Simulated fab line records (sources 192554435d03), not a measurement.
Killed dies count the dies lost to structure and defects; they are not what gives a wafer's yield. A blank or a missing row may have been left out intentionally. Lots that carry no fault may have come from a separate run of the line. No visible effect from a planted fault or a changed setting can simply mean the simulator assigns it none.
Chamber matching || flow n5Finfet || aldSin-03 running N5_BEOL_M2_ALD_98: 4 sister chambers
The step deposits SiO2, target thk 2.5 nm, pulse time 1 s, co reactant pulse time 1 s. 8 wafers are shown with their chamber, then 9 later ones without.

## WAFERS, EACH WITH ITS CHAMBER
{"wafer": "L085.4", "chamber": 1, "heaterPowerW (W)": 84, "precursorPulseHeightRel": 1.014}
{"wafer": "L088.3", "chamber": 0, "heaterPowerW (W)": 72, "precursorPulseHeightRel": 0.996}
{"wafer": "L088.5", "chamber": 2, "heaterPowerW (W)": 100, "precursorPulseHeightRel": 0.985}
{"wafer": "L089.4", "chamber": 0, "heaterPowerW (W)": 75, "precursorPulseHeightRel": 1.000}
{"wafer": "L089.5", "chamber": 3, "heaterPowerW (W)": 78, "precursorPulseHeightRel": 1.008}
{"wafer": "L091.1", "chamber": 3, "heaterPowerW (W)": 78, "precursorPulseHeightRel": 0.992}
{"wafer": "L091.3", "chamber": 2, "heaterPowerW (W)": 97, "precursorPulseHeightRel": 1.000}
{"wafer": "L091.4", "chamber": 1, "heaterPowerW (W)": 81, "precursorPulseHeightRel": 1.021}

## WAFERS WITHOUT THEIR CHAMBER
{"wafer": "L092.2", "heaterPowerW (W)": 79, "precursorPulseHeightRel": 1.012}
{"wafer": "L092.3", "heaterPowerW (W)": 83, "precursorPulseHeightRel": 0.996}
{"wafer": "L092.4", "heaterPowerW (W)": 74, "precursorPulseHeightRel": 0.977}
{"wafer": "L095.1", "heaterPowerW (W)": 74, "precursorPulseHeightRel": 0.986}
{"wafer": "L095.4", "heaterPowerW (W)": 79, "precursorPulseHeightRel": 0.988}
{"wafer": "L095.6", "heaterPowerW (W)": 74, "precursorPulseHeightRel": 1.014}
{"wafer": "L097.1", "heaterPowerW (W)": 100, "precursorPulseHeightRel": 1.022}
{"wafer": "L097.2", "heaterPowerW (W)": 83, "precursorPulseHeightRel": 0.977}
{"wafer": "L097.6", "heaterPowerW (W)": 79, "precursorPulseHeightRel": 1.046}

## CHAMBER TAKEN BY EACH
{"wafer": "L092.2", "from the rows above": "can't be placed: 3 or 1 or 0", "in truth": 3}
{"wafer": "L092.3", "from the rows above": "can't be placed: 1 or 3", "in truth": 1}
{"wafer": "L092.4", "from the rows above": "can't be placed: 0 or 3", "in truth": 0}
{"wafer": "L095.1", "from the rows above": "can't be placed: 0 or 3", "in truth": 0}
{"wafer": "L095.4", "from the rows above": "can't be placed: 3 or 0", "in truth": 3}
{"wafer": "L095.6", "from the rows above": "can't be placed: 0 or 3", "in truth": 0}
{"wafer": "L097.1", "from the rows above": 2, "in truth": 2}
{"wafer": "L097.2", "from the rows above": "can't be placed: 3 or 1 or 0", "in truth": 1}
{"wafer": "L097.6", "from the rows above": "can't be placed: 1 or 3", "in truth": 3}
Correctly placed: 1 of 9. Unplaceable from these rows: 8, with the true chamber sitting among the candidates in 8. Number placed wrongly: 0.
How it was worked out, from the rows above alone: a wafer's distance from a chamber is the root of the sum, over the readings, of the square of ((its reading less the chamber's mean) divided by the reading's scatter). The wafer belongs to the nearest chamber; if the next one is less than 2 further off, it can't be placed. For every chamber, the mean is computed from those of its wafers that are shown. The scatter: the root of (the sum of the squares of (reading less its chamber's mean) over the shown wafers, divided by (wafers less chambers)).
